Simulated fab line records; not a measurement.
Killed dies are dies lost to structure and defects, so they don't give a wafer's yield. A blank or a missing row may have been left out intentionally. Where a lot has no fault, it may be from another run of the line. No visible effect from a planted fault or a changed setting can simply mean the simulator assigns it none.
Which tool did it? | flow nand-harc | Sampling: 14 lots, 42 wafers, 4 of 1159 route steps

== WHAT THE GAUGES READ, wafer by wafer ==
Not one reading of a measure or inspect step in the record can be checked against a usual standard deviation.

== EACH LOT AND THE TOOL THAT RAN IT (in order: tool; ch and the chambers of the sampled wafers; start) ==
lot  | NHARC_A_BONDPAD_PRE_CLEAN_26            | NHARC_A_BONDPAD_PVD_17       | NHARC_A_BONDPAD_ANNEAL_28        | NHARC_A_BONDPAD_CMP_19
L149 | pvd-sputter-01, day 18 10:14 or earlier | pvd-sputter-01, day 18 10:14 | rtp-anneal-02 ch 0, day 18 10:55 | cmp-01 ch 1,2, day 18 11:13
L151 | pvd-sputter-03, day 18 22:22 or earlier | pvd-sputter-03, day 18 22:22 | rtp-anneal-01 ch 0, day 18 23:02 | cmp-03 ch 0,2,3, day 18 23:21
L153 | pvd-sputter-01, day 18 22:44 or earlier | pvd-sputter-01, day 18 22:44 | rtp-anneal-02 ch 0, day 18 23:32 | cmp-04 ch 0,1,3, day 18 23:48
L152 | pvd-sputter-01, day 19 07:53 or earlier | pvd-sputter-01, day 19 07:53 | rtp-anneal-01 ch 0, day 19 08:31 | cmp-03 ch 0,1,2, day 19 08:52
L155 | pvd-sputter-02, day 19 12:49 or earlier | pvd-sputter-02, day 19 12:49 | rtp-anneal-02 ch 0, day 19 13:35 | cmp-03 ch 0,1,3, day 19 13:53
L156 | pvd-sputter-02, day 19 13:52 or earlier | pvd-sputter-02, day 19 13:52 | rtp-anneal-02 ch 0, day 19 14:32 | cmp-01 ch 1,2,3, day 19 14:53
L158 | pvd-sputter-01, day 20 10:11 or earlier | pvd-sputter-01, day 20 10:11 | rtp-anneal-01 ch 0, day 20 10:58 | cmp-04 ch 0,1,2, day 20 11:20
L157 | pvd-sputter-01, day 20 10:59 or earlier | pvd-sputter-01, day 20 10:59 | rtp-anneal-02 ch 0, day 20 11:49 | cmp-03 ch 1,2, day 20 12:04
L159 | pvd-sputter-01, day 20 15:16 or earlier | pvd-sputter-01, day 20 15:16 | rtp-anneal-02 ch 0, day 20 15:54 | cmp-04 ch 0,3, day 20 16:16
L160 | pvd-sputter-01, day 20 18:22 or earlier | pvd-sputter-01, day 20 18:22 | rtp-anneal-01 ch 0, day 20 19:06 | cmp-03 ch 0,2,3, day 20 19:22
L161 | pvd-sputter-01, day 20 22:26 or earlier | pvd-sputter-01, day 20 22:26 | rtp-anneal-02 ch 0, day 20 23:06 | cmp-04 ch 1,2,3, day 20 23:28
L162 | pvd-sputter-03, day 21 05:44 or earlier | pvd-sputter-03, day 21 05:44 | rtp-anneal-02 ch 0, day 21 06:25 | cmp-04 ch 0,2,3, day 21 06:47
L163 | pvd-sputter-02, day 21 06:28 or earlier | pvd-sputter-02, day 21 06:28 | rtp-anneal-02 ch 0, day 21 07:43 | cmp-03 ch 0,1,3, day 21 08:04
L165 | pvd-sputter-02, day 21 23:10 or earlier | pvd-sputter-02, day 21 23:10 | rtp-anneal-01 ch 0, day 21 23:47 | cmp-01 ch 0,2,3, day 22 00:08
- NHARC_A_BONDPAD_PRE_CLEAN_26: time 30 s.
- NHARC_A_BONDPAD_PVD_17: deposits TaN, target thk 5 nm, time 8.06 s.
- NHARC_A_BONDPAD_ANNEAL_28: time 90 s.
- NHARC_A_BONDPAD_CMP_19: polishes, t overpolish 30 s, cu recess touch 16 s, target thk 169.8 nm.

== WHAT THE TOOLS THEMSELVES READ (means of the sampled wafers that have a number; where no wafer has one, the mark that the record gives instead) ==
NHARC_A_BONDPAD_PRE_CLEAN_26.
lot  | tool           | heater-power-w (W)
L149 | pvd-sputter-01 | 381
L151 | pvd-sputter-03 | 404
L153 | pvd-sputter-01 | 424
L152 | pvd-sputter-01 | 399
L155 | pvd-sputter-02 | 464
L156 | pvd-sputter-02 | 431
L158 | pvd-sputter-01 | 402
L157 | pvd-sputter-01 | 409
L159 | pvd-sputter-01 | 405
L160 | pvd-sputter-01 | 417
L161 | pvd-sputter-01 | 429
L162 | pvd-sputter-03 | 435
L163 | pvd-sputter-02 | 412
L165 | pvd-sputter-02 | 428

NHARC_A_BONDPAD_PVD_17.
lot  | tool           | bias-v (V) | cathode-dc-power-W (W) | throttle-valve-pct (%)
L149 | pvd-sputter-01 | 170.5      | 15001                  | 29.8
L151 | pvd-sputter-03 | 168.4      | 15002                  | 31.4
L153 | pvd-sputter-01 | 168.9      | 15003                  | 29.6
L152 | pvd-sputter-01 | 169.3      | 15002                  | 29.6
L155 | pvd-sputter-02 | 169.2      | 15000                  | 30.0
L156 | pvd-sputter-02 | 170.2      | 15000                  | 29.6
L158 | pvd-sputter-01 | 168.0      | 15000                  | 29.5
L157 | pvd-sputter-01 | 169.9      | 15001                  | 30.0
L159 | pvd-sputter-01 | 169.3      | 15001                  | 29.6
L160 | pvd-sputter-01 | 168.0      | 15000                  | 29.8
L161 | pvd-sputter-01 | 167.5      | 14998                  | 29.6
L162 | pvd-sputter-03 | 168.5      | 15001                  | 30.1
L163 | pvd-sputter-02 | -          | -                      | -
L165 | pvd-sputter-02 | -          | -                      | -

NHARC_A_BONDPAD_ANNEAL_28.
lot  | tool          | wafer_temp_C_max
L149 | rtp-anneal-02 | 226.2
L151 | rtp-anneal-01 | 226.8
L153 | rtp-anneal-02 | 225.6
L152 | rtp-anneal-01 | 226.6
L155 | rtp-anneal-02 | 226.3
L156 | rtp-anneal-02 | 226.1
L158 | rtp-anneal-01 | 226.3
L157 | rtp-anneal-02 | 225.9
L159 | rtp-anneal-02 | 226.2
L160 | rtp-anneal-01 | 226.4
L161 | rtp-anneal-02 | 225.9
L162 | rtp-anneal-02 | 226.2
L163 | rtp-anneal-02 | 226.2
L165 | rtp-anneal-01 | 226.6

NHARC_A_BONDPAD_CMP_19.
lot  | tool   | motor-current-A (A) | overpolish-run-s (s)
L149 | cmp-01 | 11.7                | 30.010
L151 | cmp-03 | 11.9                | 29.998
L153 | cmp-04 | 11.9                | 29.999
L152 | cmp-03 | 12.3                | 29.998
L155 | cmp-03 | 12.1                | 30.002
L156 | cmp-01 | 11.6                | 30.002
L158 | cmp-04 | 12.4                | 29.997
L157 | cmp-03 | 11.4                | 29.998
L159 | cmp-04 | 12.6                | 29.993
L160 | cmp-03 | 11.6                | 30.009
L161 | cmp-04 | 11.4                | 29.998
L162 | cmp-04 | 13.2                | 29.990
L163 | cmp-03 | 12.3                | 30.005
L165 | cmp-01 | 10.9                | 30.000

== THE ANSWER, worked out from the rows above alone ==
Rule: the usual values come from the lots themselves. The widest of any qualifying gaps counts: lots, ordered by their means at a reading, are off when they make up no more than a third of the lots, leave a main group of 4 or more, and stand apart from it by 3 or more times the standard deviation of that group's means. A main group is skipped when, at the precision printed for the reading in the tables above, its means are all equal. Also off: a lot with no number at a reading for which 4 or more lots have one. All remaining lots with rows at the step are treated as sound. After the gauges, taken in route order, come the tools' own readings; for these a lot's mean is taken, as printed above. The first step at which some lot is off is used, and at that step the reading that is off furthest; a lot without a number counts as furthest.
Off: L163, L165, at NHARC_A_BONDPAD_PVD_17 (bias-v). Without a number there: L163, L165. Main group: mean 169.0 V, sd 0.89.
If a tool, at that step or one of the process steps before it, ran each lot that is off and ran no sound lot following the first of them, it fits. With no start given for some of its lots, NHARC_A_BONDPAD_PRE_CLEAN_26 uses the hours and lot order of NHARC_A_BONDPAD_PVD_17. One candidate fits, namely pvd-sputter-02 at NHARC_A_BONDPAD_PRE_CLEAN_26 and NHARC_A_BONDPAD_PVD_17. At NHARC_A_BONDPAD_PRE_CLEAN_26 its last sound lot is L156 (day 19 13:52), its first lot that is off L163 (day 21 06:28): a fault that began between those two fits.

== WHAT THE SIMULATOR PUT IN ==
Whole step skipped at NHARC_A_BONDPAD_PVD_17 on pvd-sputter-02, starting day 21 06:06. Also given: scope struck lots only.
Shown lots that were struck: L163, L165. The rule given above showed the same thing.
